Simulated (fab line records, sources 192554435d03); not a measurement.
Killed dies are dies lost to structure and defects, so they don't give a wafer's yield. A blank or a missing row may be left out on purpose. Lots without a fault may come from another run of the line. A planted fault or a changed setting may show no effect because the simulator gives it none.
A struck lot beside a sound one | flow n5_finfet | 14 steps out of a route of 1938
Sound: wafers L581.1, L581.4, L581.5. Struck: wafers L571.2, L571.3, L571.4. The cause comes at the end.
At each step with rows: each side's tool, then ch and its chambers, then its first start. Under that, the readings that differ: sound wafers | struck wafers | difference of the means | sigmas: that difference in standard deviations of wafers without a fault.
alike: readings whose means differ by less than 2 such deviations, and words and numbers that are the same on both sides. not compared: withheld readings, readings that some wafer has no value for, bounds like >300 that may hide the same value, and numbers for which the record gives no deviation and whose values overlap.
The two part at a step that has a row with sigmas, a row that says differs or no value, or rows on one side only. Numbers that don't overlap but have no deviation are shown without sigmas and don't part them. A reading that every wafer of one side lacks parts them only if that side has two wafers or more.

N5_BEOL_M15_VIA_ETCH_16: etches SiO2 in C4F8/O2/Ar, target depth 1792.2 nm.
  sound on rie_diel-04 ch 1,2,3, day 17 21:51; struck on rie_diel-05 ch 0,1,3, day 14 20:58
  alike: drypump_motor_current_A, oes_f_703_au, oes_o_777_au, oes_product_au, rf_fwd_power_W, rf_vpp_V, showerhead_plenum_p_Torr, throttle_valve_pct
N5_BEOL_M15_STRIP_63: strips in O2.
  sound on rie_diel-04 ch 1,2,3; struck on rie_diel-05 ch 0,1,3
  alike: drypump_motor_current_A, oes_product_au, rf_vpp_V, showerhead_plenum_p_Torr, throttle_valve_pct
  not compared: rf_hours_counter_h
N5_BEOL_M15_STRIP_64: strips in O2.
  sound on rie_diel-04 ch 1,2,3; struck on rie_diel-05 ch 0,1,3
  alike: drypump_motor_current_A, oes_product_au, rf_vpp_V, showerhead_plenum_p_Torr, throttle_valve_pct
  not compared: rf_hours_counter_h
then, 2 steps without rows for these wafers: N5_BEOL_M15_STRIP_65 (strips in post etch residue remover, time 60 s); N5_BEOL_M15_SRD_66 (time 30 s, dry time 30 s).
N5_BEOL_M15_CD_MEAS_17: target cd 360 nm.
  sound on cd_sem-01, day 17 22:16; struck on cd_sem-03, day 14 21:22
  alike: cd_nm
then, 1 step without rows for these wafers: N5_BEOL_M15_COAT_56 (time 60 s, resist thk 550 nm).
N5_BEOL_M15_ETCH_57: etches SOC in N2/H2, time 750 s.
  sound on rie_diel-05 ch 2,3, day 17 22:22; struck on rie_diel-03 ch 0,2,3, day 14 21:28
  alike: drypump_motor_current_A, oes_product_au, rf_fwd_power_W, rf_vpp_V, showerhead_plenum_p_Torr, throttle_valve_pct
  not compared: rf_hours_counter_h
then, 4 steps without rows for these wafers: N5_BEOL_M15_COAT_60 (time 60 s, resist thk 89 nm); N5_BEOL_M15_COAT_22 (resist thk 800 nm); N5_BEOL_M15_EBR_24; N5_BEOL_M15_SOFTBAKE_23 (time 60 s).
N5_BEOL_M15_EXPOSE_25: exposes mask M15, target cd 400 nm.
  sound on krf_scanner-01 ch 0, day 17 23:05; struck on krf_scanner-02, day 14 22:12
  no value came back on the struck wafers for exposure_dose_mJ_cm2, focus_offset_nm (nm); on the sound wafers exposure_dose_mJ_cm2 reads 35.50 35.45 35.47
  alike: mask
then, 1 step without rows for these wafers: N5_BEOL_M15_PEB_26 (peb time 90 s).

WHERE THEY PART
Only at N5_BEOL_M15_EXPOSE_25, within this record.

WHY: what the simulator had put in
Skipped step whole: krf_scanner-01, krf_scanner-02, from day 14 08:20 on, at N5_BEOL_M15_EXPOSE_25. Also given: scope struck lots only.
